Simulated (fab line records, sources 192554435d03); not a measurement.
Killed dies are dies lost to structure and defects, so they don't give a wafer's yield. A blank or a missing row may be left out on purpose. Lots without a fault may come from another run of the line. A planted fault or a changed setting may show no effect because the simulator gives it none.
Chamber matching | flow n5_finfet | N5_FIN_SAQP_MANDREL_ETCH_58 on rie_si-05: 4 sister chambers
The step etches a-Si in HBr/Cl2, stops on SiNx, target depth 45 nm, bt time 10 s, time 27 s. 26 wafers are shown with their chamber, then 12 later ones without.

WAFERS WITH THEIR CHAMBER
wafer  | chamber | throttle_valve_pct (%) | oes_product_au (a.u.) | chamber_pressure_mTorr (mTorr)
L074.3 | 1       | 35.40                  | 0.674                 | 10.006
L074.4 | 0       | 35.26                  | 0.718                 | 10.004
L074.5 | 0       | 35.27                  | 0.723                 | 9.993
L076.1 | 1       | 35.39                  | 0.673                 | 9.997
L076.2 | 2       | 35.93                  | 0.700                 | 9.984
L076.4 | 0       | 35.28                  | 0.720                 | 9.997
L077.4 | 0       | 35.27                  | 0.712                 | 9.992
L077.5 | 2       | 35.93                  | 0.691                 | 10.001
L077.6 | 3       | 35.83                  | 0.697                 | 10.000
L081.2 | 3       | 35.85                  | 0.695                 | 10.017
L081.5 | 0       | 35.30                  | 0.708                 | 9.990
L081.6 | 3       | 35.84                  | 0.698                 | 10.001
L084.2 | 3       | 35.84                  | 0.692                 | 10.004
L084.4 | 2       | 35.90                  | 0.700                 | 9.982
L084.6 | 0       | 35.29                  | 0.715                 | 10.021
L085.1 | 0       | 35.27                  | 0.713                 | 9.988
L085.4 | 3       | 35.79                  | 0.707                 | 9.991
L085.5 | 0       | 35.27                  | 0.722                 | 9.991
L086.1 | 0       | 35.29                  | 0.721                 | 10.000
L086.4 | 3       | 35.81                  | 0.704                 | 9.994
L086.6 | 3       | 35.82                  | 0.703                 | 9.991
L087.1 | 1       | 35.39                  | 0.674                 | 9.995
L087.2 | 3       | 35.85                  | 0.694                 | 10.000
L087.3 | 2       | 35.91                  | 0.700                 | 10.001
L088.1 | 1       | 35.39                  | 0.687                 | 10.003
L088.3 | 2       | 35.92                  | 0.701                 | 10.004

SIGNATURES (means of the wafers above)
reading                | chamber 0 | chamber 1 | chamber 2 | chamber 3 | scatter within a chamber
throttle_valve_pct     | 35.2778   | 35.3925   | 35.9180   | 35.8287   | 0.0154
oes_product_au         | 0.71689   | 0.67700   | 0.69840   | 0.69875   | 0.00529
chamber_pressure_mTorr | 9.99733   | 10.00025  | 9.99440   | 9.99975   | 0.0092
Rule: a wafer's distance from a chamber is the root of the sum, over the readings, of the square of ((its reading less the chamber's mean) divided by the reading's scatter). The wafer belongs to the nearest chamber; if the next one is less than 2 further off, it can't be placed. The scatter: the root of (the sum of the squares of (reading less its chamber's mean) over the shown wafers, divided by (wafers less chambers)).

WAFERS WITHOUT THEIR CHAMBER
wafer  | throttle_valve_pct (%) | oes_product_au (a.u.) | chamber_pressure_mTorr (mTorr)
L088.4 | 35.28                  | 0.718                 | 10.007
L089.4 | 35.29                  | 0.721                 | 9.990
L089.5 | 35.28                  | 0.714                 | 10.000
L089.6 | 35.39                  | 0.688                 | 9.996
L092.1 | 35.30                  | 0.708                 | 9.996
L092.4 | 35.94                  | 0.692                 | 10.011
L092.5 | 35.28                  | 0.715                 | 9.999
L094.2 | 35.91                  | 0.701                 | 9.999
L094.3 | 35.28                  | 0.708                 | 10.001
L096.3 | 35.29                  | 0.708                 | 9.995
L096.4 | 35.85                  | 0.691                 | 9.997
L096.6 | 35.82                  | 0.690                 | 10.010

WHICH CHAMBER EACH WENT THROUGH
wafer  | from the rows above | in truth
L088.4 | 0                   | 0
L089.4 | 0                   | 0
L089.5 | 0                   | 0
L089.6 | 1                   | 1
L092.1 | 0                   | 0
L092.4 | 2                   | 2
L092.5 | 0                   | 0
L094.2 | 2                   | 2
L094.3 | 0                   | 0
L096.3 | 0                   | 0
L096.4 | 3                   | 3
L096.6 | 3                   | 3
Placed correctly: 12 of 12. Can't be placed from these rows: 0. Placed wrongly: 0.
